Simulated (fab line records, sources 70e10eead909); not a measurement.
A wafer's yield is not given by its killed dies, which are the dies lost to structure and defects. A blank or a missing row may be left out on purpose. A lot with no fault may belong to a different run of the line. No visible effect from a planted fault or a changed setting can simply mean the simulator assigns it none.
Struck lot and sound lot, side by side    flow nandHarc    15 steps out of a route of 1159
Sound: the wafers L545.1, L545.2, L545.5. Struck: wafer L538.1. (L538.5 of the same lot was not struck and is left out.) The cause comes at the end.
Each step with rows lists, per side, the tool, then ch with its chambers, then its first start. Under that, the readings that differ: sound wafers    struck wafers    difference of the means    sigmas: that difference in standard deviations of wafers without a fault.
alike: words and numbers the same on both sides, and readings whose means are apart by under 2 such deviations; not compared: readings that were withheld, readings missing a value for some wafer, numbers with overlapping values and no deviation given by the record, and bounds like >300 which may hide the same value.
Wherever a step has rows on one side only, a row that says differs or no value, or a row with sigmas, the two part there. When numbers do not overlap yet have no deviation, they are printed without sigmas and do not part them. Lack of a reading on every wafer of one side parts them only where that side has two or more wafers.

first, 7 steps without rows for these wafers: NHARC_A_CONTACT_COAT_62 (time 65 s); NHARC_A_CONTACT_COAT_63 (resist thk 90 nm); NHARC_A_CONTACT_SOFTBAKE_64 (time 55 s); NHARC_A_CONTACT_EBR_65; NHARC_A_CONTACT_EXPOSE_66 (exposes mask A CC 2); NHARC_A_CONTACT_PEB_67 (peb time 65 s); NHARC_A_CONTACT_DEVELOP_68 (develop time 35 s).
NHARC_A_CONTACT_CD_MEAS_69: target cd 200 nm.
  sound on cdSem-03 ch 0, day 20 15:33; struck on cdSem-03 ch 0, day 18 23:46
  alike: cdNm
NHARC_A_CONTACT_OVL_MEAS_70:
  sound on overlay-02, day 20 15:38; struck on overlay-01, day 18 23:51
reading          sound           struck  difference  sigmas
overlayXNm (nm)  -0.6 -0.7 -0.2  1.6     +2.1        +2
  alike: overlayYNm
NHARC_A_CONTACT_INSPECT_71:
  sound on defectInspect-02, day 20 15:41; struck on defectInspect-01, day 18 23:53
  alike: rawDefectCount
NHARC_A_CONTACT_DESCUM_74: chemistry O2, time 3 s.
  sound on rieDiel-09 ch 1,2,3, day 20 15:44; struck on rieDiel-06 ch 0, day 19 00:07
reading                       sound           struck  difference  sigmas
showerheadPlenumPTorr (Torr)  1.97 1.78 1.89  2.08    +0.20       +2
  alike: drypumpMotorCurrentA, oesProductAu, rfVppV, throttleValvePct
  not compared: rfHoursCounterH
NHARC_A_CONTACT_ETCH_75: etches the open film in CF4, target depth 39 nm, time 65 s.
  sound on rieDiel-09 ch 2,3, day 20 15:51; struck on rieDiel-06 ch 3, day 19 00:19
  alike: drypumpMotorCurrentA, oesProductAu, rfVppV, showerheadPlenumPTorr, throttleValvePct
  not compared: rfHoursCounterH
NHARC_A_CONTACT_ETCH_76: etches the open film in N2/H2, target depth 260 nm, time 475.3 s.
  sound on rieDiel-09 ch 0,3, day 20 15:58; struck on rieDiel-06 ch 3, day 19 00:53
reading              sound              struck  difference  sigmas
oesProductAu (a.u.)  1.012 0.994 0.998  0.834   -0.167      -19
  alike: drypumpMotorCurrentA, rfVppV, showerheadPlenumPTorr, throttleValvePct
  not compared: rfHoursCounterH
NHARC_A_CONTACT_ETCH_77: etches the open film in CF4/CHF3, target depth 72.6 nm, time 36.3 s.
  sound on rieDiel-09 ch 2,3; struck on rieDiel-06 ch 0
reading                       sound              struck  difference  sigmas
rfVppV (V)                    366.9 369.4 366.4  374.6   +7.0        +3
showerheadPlenumPTorr (Torr)  1.47 1.56 1.47     1.70    +0.20       +3
  alike: drypumpMotorCurrentA, oesProductAu, throttleValvePct
  not compared: rfHoursCounterH
-- jump in the record: it breaks off in module A_CONTACT and resumes in module END (first step shown: number 1159 of the route), and 3 days separate the struck wafers' starts before and after --
NHARC_END_SORT_01:
  sound on prober-01 ch 0, day 23 06:09; struck on prober-02 ch 0, day 21 16:56
reading        sound     struck  difference  sigmas
killedAtArray  44 36 51  594     +550        +50
killedDies     45 38 56  598     +552        +50
  alike: killedAtOther, killedAtPeriphery, killedOpen, killedShort

== WHERE THEY PART ==
First at NHARC_A_CONTACT_OVL_MEAS_70; last, within this record, at NHARC_END_SORT_01.

WHY: whatever the simulator had introduced
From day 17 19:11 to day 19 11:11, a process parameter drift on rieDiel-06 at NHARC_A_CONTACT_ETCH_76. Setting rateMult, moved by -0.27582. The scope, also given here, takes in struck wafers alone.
